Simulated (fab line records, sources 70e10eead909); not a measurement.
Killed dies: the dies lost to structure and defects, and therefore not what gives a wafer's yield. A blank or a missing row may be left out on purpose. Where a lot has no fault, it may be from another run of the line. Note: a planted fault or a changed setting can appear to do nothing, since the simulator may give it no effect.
Matching of chambers | flow nand harc | ald hk-02 running NHARC_A_CHANNEL_FILL_D1_ALD_16: 4 sister chambers
The step deposits SiO2, target thk 1.5 nm, pulse time 10 s, ald cycles 15. 8 wafers are shown with their chamber, then 7 later ones without.

== WAFERS PAIRED WITH THEIR CHAMBERS ==
wafer  | chamber | heater power w (W) | precursor pulse height rel
L083.3 | 0       | 511                | 1.003
L083.5 | 3       | 542                | 1.025
L084.1 | 3       | 545                | 1.008
L084.2 | 0       | 522                | 0.983
L088.5 | 2       | 494                | 0.982
L088.6 | 1       | 424                | 0.998
L092.1 | 1       | 440                | 0.996
L092.3 | 2       | 509                | 0.947

== WAFERS WITHOUT THEIR CHAMBER ==
wafer  | heater power w (W) | precursor pulse height rel
L092.5 | 530                | 1.010
L096.4 | 546                | 1.018
L096.5 | 498                | 0.968
L096.6 | 529                | 1.010
L097.1 | 457                | 1.004
L097.3 | 505                | 0.990
L097.4 | 525                | 0.990

== WHICH CHAMBER EACH ONE RAN IN ==
wafer  | from the rows above     | in truth
L092.5 | can't be placed: 3 or 0 | 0
L096.4 | 3                       | 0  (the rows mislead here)
L096.5 | 2                       | 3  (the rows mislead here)
L096.6 | can't be placed: 3 or 0 | 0
L097.1 | 1                       | 1
L097.3 | can't be placed: 0 or 2 | 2
L097.4 | can't be placed: 0 or 3 | 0
Correctly placed: 1 of 7. These rows do not allow placing 4 (true chamber among the candidates in 4). Number placed wrongly: 2.
How it was worked out, from the rows above alone: a wafer's distance from a chamber is the root of the sum, over the readings, of the square of ((its reading less the chamber's mean) divided by the reading's scatter). The wafer belongs to the nearest chamber; if the next one is less than 2 further off, it can't be placed. Each chamber's mean is taken over the wafers shown for it. How the scatter is found: for the shown wafers, subtract from each reading the mean of its chamber, square and add these, divide the total by (wafers less chambers), then take the root.
